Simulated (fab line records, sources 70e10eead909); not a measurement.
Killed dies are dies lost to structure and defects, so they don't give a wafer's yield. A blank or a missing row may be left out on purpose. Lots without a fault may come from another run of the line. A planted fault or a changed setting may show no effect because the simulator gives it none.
A struck lot beside a sound one | flow nand_harc | 21 steps out of a route of 1302
Sound: wafers L988.2, L988.4, L988.6. Struck: wafers L992.1, L992.3, L992.5. The cause comes at the end.
At each step with rows: each side's tool, then ch and its chambers, then its first start. Under that, the readings that differ: sound wafers | struck wafers | difference of the means | sigmas: that difference in standard deviations of wafers without a fault.
alike: readings whose means differ by less than 2 such deviations, and words and numbers that are the same on both sides. not compared: withheld readings, readings that some wafer has no value for, bounds like >300 that may hide the same value, and numbers for which the record gives no deviation and whose values overlap.
The two part at a step that has a row with sigmas, a row that says differs or no value, or rows on one side only. Numbers that don't overlap but have no deviation are shown without sigmas and don't part them. A reading that every wafer of one side lacks parts them only if that side has two wafers or more.

NHARC_P_CONTACT_CMP_24: polishes, t overpolish 30 s, target thk 200 nm.
  sound on cmp-01 ch 0,3, day 5 18:02; struck on cmp-01 ch 0,2, day 7 19:10
  alike: motor_current_A, overpolish_run_s, time_to_endpoint_s
then, 1 step without rows for these wafers: NHARC_P_CONTACT_SRD_26.
NHARC_P_CONTACT_INSPECT_27:
  sound on defect_inspect-02, day 5 18:26; struck on defect_inspect-01, day 7 19:34
  alike: raw_defect_count
then, 8 steps without rows for these wafers: NHARC_P_M0_DEP_00 (deposits SiOC, target thk 150 nm); NHARC_P_M0_DEHYDRATE_01 (time 120 s); NHARC_P_M0_HMDS_02 (time 30 s); NHARC_P_M0_COAT_33 (time 65 s); NHARC_P_M0_COAT_03 (resist thk 90 nm); NHARC_P_M0_SOFTBAKE_04 (time 55 s); NHARC_P_M0_EBR_05; NHARC_P_M0_EXPOSE_06 (exposes mask P M0, target cd 90 nm).
NHARC_P_M0_PEB_07: peb time 65 s.
  sound on litho_track-06 ch 0, day 5 19:16; struck on litho_track-01 ch 0, day 7 20:23
  reading                  | sound              | struck               | difference | sigmas
  heater_power_total_W (W) | 156.5 156.1 156.8  | 167.2 168.2 167.9    | +11.3      | +26
  plate_temp_C (C)         | 99.96 100.01 99.91 | 105.07 105.07 105.20 | +5.15      | +40
then, 1 step without rows for these wafers: NHARC_P_M0_DEVELOP_08 (develop time 35 s).
NHARC_P_M0_CD_MEAS_09: target cd 90 nm.
  sound on cd_sem-02 ch 0, day 5 19:20; struck on cd_sem-03 ch 0, day 7 20:28
  reading    | sound          | struck            | difference | sigmas
  cd_nm (nm) | 90.0 90.3 91.4 | 107.4 107.9 107.1 | +16.9      | +22
NHARC_P_M0_OVL_MEAS_10: pitch 180 nm.
  sound on overlay-02, day 5 19:26; struck on overlay-02, day 7 20:34
  alike: overlay_x_nm, overlay_y_nm
NHARC_P_M0_INSPECT_11:
  sound on defect_inspect-02, day 5 19:28; struck on defect_inspect-01, day 7 20:35
  alike: raw_defect_count
NHARC_P_M0_DESCUM_14: chemistry O2, time 3 s.
  sound on rie_diel-02 ch 0,2,3, day 5 19:35; struck on rie_diel-06 ch 0,3, day 7 20:40
  reading               | sound             | struck            | difference | sigmas
  model.P_M0.cd_nm (nm) | 88.87 90.43 91.08 | 106.3 107.6 106.3 | +16.6      |
  alike: chamber_pressure_mTorr, drypump_motor_current_A, oes_product_au, rf_vpp_V, showerhead_plenum_p_Torr, throttle_valve_pct
  not compared: rf_hours_counter_h
NHARC_P_M0_ETCH_34: etches the open film in N2/H2, target depth 40 nm, overetch 12 nm, time 43.94 s.
  sound on rie_diel-02 ch 2,3, day 5 19:41; struck on rie_diel-06 ch 0,3, day 7 20:44
  alike: bias_w, chamber_pressure_mTorr, drypump_motor_current_A, oes_product_au, rf_vpp_V, showerhead_plenum_p_Torr, throttle_valve_pct
  not compared: rf_hours_counter_h
NHARC_P_M0_ETCH_15: etches the open film in C4F8/Ar, target depth 150 nm, overetch 15 nm, time 82.5 s.
  sound on rie_diel-02 ch 0,3; struck on rie_diel-06 ch 1,3
  reading               | sound             | struck            | difference | sigmas
  model.P_M0.cd_nm (nm) | 89.38 90.94 91.76 | 105.3 107.4 105.2 | +15.3      |
  alike: bias_w, chamber_pressure_mTorr, oes_product_au, rf_vpp_V
  not compared: rf_hours_counter_h
NHARC_P_M0_CD_MEAS_16:
  sound on cd_sem-01, day 5 19:55; struck on cd_sem-02, day 7 20:57
  reading    | sound          | struck            | difference | sigmas
  cd_nm (nm) | 89.6 91.1 91.7 | 105.7 107.5 105.2 | +15.3      | +14
-- the record jumps here: 20 days lie between the struck wafers' starts before and after (it left off in module P_M0 and takes up again in module END, whose first step shown is number 1302 of the route) --
NHARC_END_SORT_01:
  sound on prober-01 ch 0, day 24 20:24; struck on prober-02 ch 0, day 27 13:43
  alike: defect_limited_yield, killed_at_array, killed_at_other, killed_at_periphery, killed_dies, killed_open, killed_short

WHERE THEY PART
First at NHARC_P_M0_PEB_07; last, within this record, at NHARC_P_M0_CD_MEAS_16. Later steps at which nothing parts them and some readings are alike: NHARC_END_SORT_01.

WHY: what the simulator had put in
Process parameter drift: litho_track-01, from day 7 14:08 on, at NHARC_P_M0_PEB_07. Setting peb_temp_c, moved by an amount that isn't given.
